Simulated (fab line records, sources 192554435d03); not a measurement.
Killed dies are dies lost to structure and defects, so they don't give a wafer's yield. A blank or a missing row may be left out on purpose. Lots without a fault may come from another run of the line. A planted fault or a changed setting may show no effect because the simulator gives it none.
Chamber matching | flow n5_finfet | N5_DUMMY_GATE_ETCH_23 on rie_si-05: 4 sister chambers
The step etches poly-Si in HBr/Cl2/O2, target depth 41 nm, time 22.3 s. 8 wafers are shown with their chamber, then 7 later ones without.

WAFERS WITH THEIR CHAMBER
wafer  | chamber | drypump_motor_current_A (A) | oes_product_au (a.u.)
L074.4 | 3       | 5.4                         | 0.984
L075.6 | 1       | 6.3                         | 1.034
L076.1 | 3       | 5.4                         | 0.964
L076.6 | 1       | 6.3                         | 1.029
L082.3 | 0       | 5.7                         | 1.024
L082.6 | 2       | 5.1                         | 0.983
L090.1 | 0       | 5.7                         | 1.033
L090.2 | 2       | 5.0                         | 0.998

WAFERS WITHOUT THEIR CHAMBER
wafer  | drypump_motor_current_A (A) | oes_product_au (a.u.)
L090.5 | 5.7                         | 1.031
L091.2 | 5.4                         | 0.978
L091.3 | 6.3                         | 1.029
L091.6 | 6.3                         | 1.031
L096.1 | 5.4                         | 0.967
L096.3 | 6.3                         | 1.023
L096.5 | 6.3                         | 1.035

WHICH CHAMBER EACH WENT THROUGH
wafer  | from the rows above | in truth
L090.5 | 0                   | 0
L091.2 | 3                   | 3
L091.3 | 1                   | 1
L091.6 | 1                   | 1
L096.1 | 3                   | 3
L096.3 | 1                   | 1
L096.5 | 1                   | 1
Placed correctly: 7 of 7. Can't be placed from these rows: 0. Placed wrongly: 0.
How it was worked out, from the rows above alone: a wafer's distance from a chamber is the root of the sum, over the readings, of the square of ((its reading less the chamber's mean) divided by the reading's scatter). The wafer belongs to the nearest chamber; if the next one is less than 2 further off, it can't be placed. A chamber's mean is the mean of its shown wafers. The scatter: the root of (the sum of the squares of (reading less its chamber's mean) over the shown wafers, divided by (wafers less chambers)).
